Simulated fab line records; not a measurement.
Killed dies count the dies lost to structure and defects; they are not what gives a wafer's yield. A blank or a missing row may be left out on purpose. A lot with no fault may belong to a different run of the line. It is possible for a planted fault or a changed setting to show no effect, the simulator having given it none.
Matching of chambers || flow n5 finfet || N5_BEOL_M11_ETCH_66 on rie diel-06 has 4 sister chambers
The step etches SOC in N2/H2, target depth 120 nm, overetch 24 nm, time 180 s. 16 wafers are shown with their chamber, then 8 later ones without.

WAFERS WITH THEIR CHAMBER
{"wafer": "L078.3", "chamber": 1, "showerhead plenum p Torr (Torr)": 2.43, "throttle valve pct (%)": 18.11, "rf vpp V (V)": 520.9}
{"wafer": "L078.4", "chamber": 3, "showerhead plenum p Torr (Torr)": 2.41, "throttle valve pct (%)": 17.59, "rf vpp V (V)": 520.6}
{"wafer": "L078.5", "chamber": 2, "showerhead plenum p Torr (Torr)": 2.44, "throttle valve pct (%)": 18.17, "rf vpp V (V)": 520.7}
{"wafer": "L080.3", "chamber": 1, "showerhead plenum p Torr (Torr)": 2.43, "throttle valve pct (%)": 18.11, "rf vpp V (V)": 519.6}
{"wafer": "L080.4", "chamber": 2, "showerhead plenum p Torr (Torr)": 2.44, "throttle valve pct (%)": 18.19, "rf vpp V (V)": 519.4}
{"wafer": "L080.5", "chamber": 0, "showerhead plenum p Torr (Torr)": 2.61, "throttle valve pct (%)": 18.49, "rf vpp V (V)": 524.8}
{"wafer": "L082.2", "chamber": 2, "showerhead plenum p Torr (Torr)": 2.43, "throttle valve pct (%)": 18.20, "rf vpp V (V)": 520.8}
{"wafer": "L082.3", "chamber": 3, "showerhead plenum p Torr (Torr)": 2.41, "throttle valve pct (%)": 17.62, "rf vpp V (V)": 520.8}
{"wafer": "L082.6", "chamber": 2, "showerhead plenum p Torr (Torr)": 2.43, "throttle valve pct (%)": 18.20, "rf vpp V (V)": 520.9}
{"wafer": "L089.1", "chamber": 3, "showerhead plenum p Torr (Torr)": 2.41, "throttle valve pct (%)": 17.65, "rf vpp V (V)": 520.6}
{"wafer": "L089.4", "chamber": 1, "showerhead plenum p Torr (Torr)": 2.43, "throttle valve pct (%)": 18.12, "rf vpp V (V)": 520.5}
{"wafer": "L089.6", "chamber": 2, "showerhead plenum p Torr (Torr)": 2.43, "throttle valve pct (%)": 18.22, "rf vpp V (V)": 522.0}
{"wafer": "L090.1", "chamber": 3, "showerhead plenum p Torr (Torr)": 2.41, "throttle valve pct (%)": 17.64, "rf vpp V (V)": 520.6}
{"wafer": "L090.3", "chamber": 2, "showerhead plenum p Torr (Torr)": 2.43, "throttle valve pct (%)": 18.22, "rf vpp V (V)": 520.7}
{"wafer": "L090.4", "chamber": 1, "showerhead plenum p Torr (Torr)": 2.43, "throttle valve pct (%)": 18.12, "rf vpp V (V)": 519.3}
{"wafer": "L092.3", "chamber": 2, "showerhead plenum p Torr (Torr)": 2.42, "throttle valve pct (%)": 18.23, "rf vpp V (V)": 520.4}

SIGNATURES (means of the wafers above)
{"reading": "showerhead plenum p Torr", "chamber 0": 2.6100, "chamber 1": 2.4300, "chamber 2": 2.4314, "chamber 3": 2.4100, "scatter within a chamber": 0.00488}
{"reading": "throttle valve pct", "chamber 0": 18.4900, "chamber 1": 18.1150, "chamber 2": 18.2043, "chamber 3": 17.6250, "scatter within a chamber": 0.0199}
{"reading": "rf vpp V", "chamber 0": 524.800, "chamber 1": 520.075, "chamber 2": 520.700, "chamber 3": 520.650, "scatter within a chamber": 0.661}
Rule: for a wafer and a chamber, the distance is found by dividing, reading by reading, the gap between the wafer's reading and the chamber's mean by the reading's scatter, squaring, summing and taking the root. The wafer belongs to the nearest chamber; if the next one is less than 2 further off, it can't be placed. The scatter: take each reading less its chamber's mean, square it, sum over the shown wafers, divide by the number of wafers less the number of chambers, and take the root.

WAFERS WHOSE CHAMBER IS MISSING
{"wafer": "L092.5", "showerhead plenum p Torr (Torr)": 2.43, "throttle valve pct (%)": 18.23, "rf vpp V (V)": 520.3}
{"wafer": "L092.6", "showerhead plenum p Torr (Torr)": 2.61, "throttle valve pct (%)": 18.04, "rf vpp V (V)": 525.0}
{"wafer": "L094.1", "showerhead plenum p Torr (Torr)": 2.42, "throttle valve pct (%)": 18.23, "rf vpp V (V)": 518.6}
{"wafer": "L094.2", "showerhead plenum p Torr (Torr)": 2.42, "throttle valve pct (%)": 18.16, "rf vpp V (V)": 520.4}
{"wafer": "L094.4", "showerhead plenum p Torr (Torr)": 2.42, "throttle valve pct (%)": 18.15, "rf vpp V (V)": 519.6}
{"wafer": "L095.2", "showerhead plenum p Torr (Torr)": 2.42, "throttle valve pct (%)": 18.18, "rf vpp V (V)": 520.3}
{"wafer": "L095.4", "showerhead plenum p Torr (Torr)": 2.42, "throttle valve pct (%)": 18.27, "rf vpp V (V)": 520.6}
{"wafer": "L095.6", "showerhead plenum p Torr (Torr)": 2.42, "throttle valve pct (%)": 18.17, "rf vpp V (V)": 520.3}

WHICH CHAMBER EACH WENT THROUGH
{"wafer": "L092.5", "from the rows above": 2, "in truth": 2}
{"wafer": "L092.6", "from the rows above": 0, "in truth": 0}
{"wafer": "L094.1", "from the rows above": 2, "in truth": 2}
{"wafer": "L094.2", "from the rows above": "can't be placed: 1 or 2", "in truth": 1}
{"wafer": "L094.4", "from the rows above": "can't be placed: 1 or 2", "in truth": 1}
{"wafer": "L095.2", "from the rows above": "can't be placed: 2 or 1", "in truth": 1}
{"wafer": "L095.4", "from the rows above": 2, "in truth": 2}
{"wafer": "L095.6", "from the rows above": "can't be placed: 2 or 1", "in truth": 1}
Correct placement for 4 of the 8. Can't be placed from these rows: 4 (the true chamber is among the candidates in 4). Placed wrongly: 0.
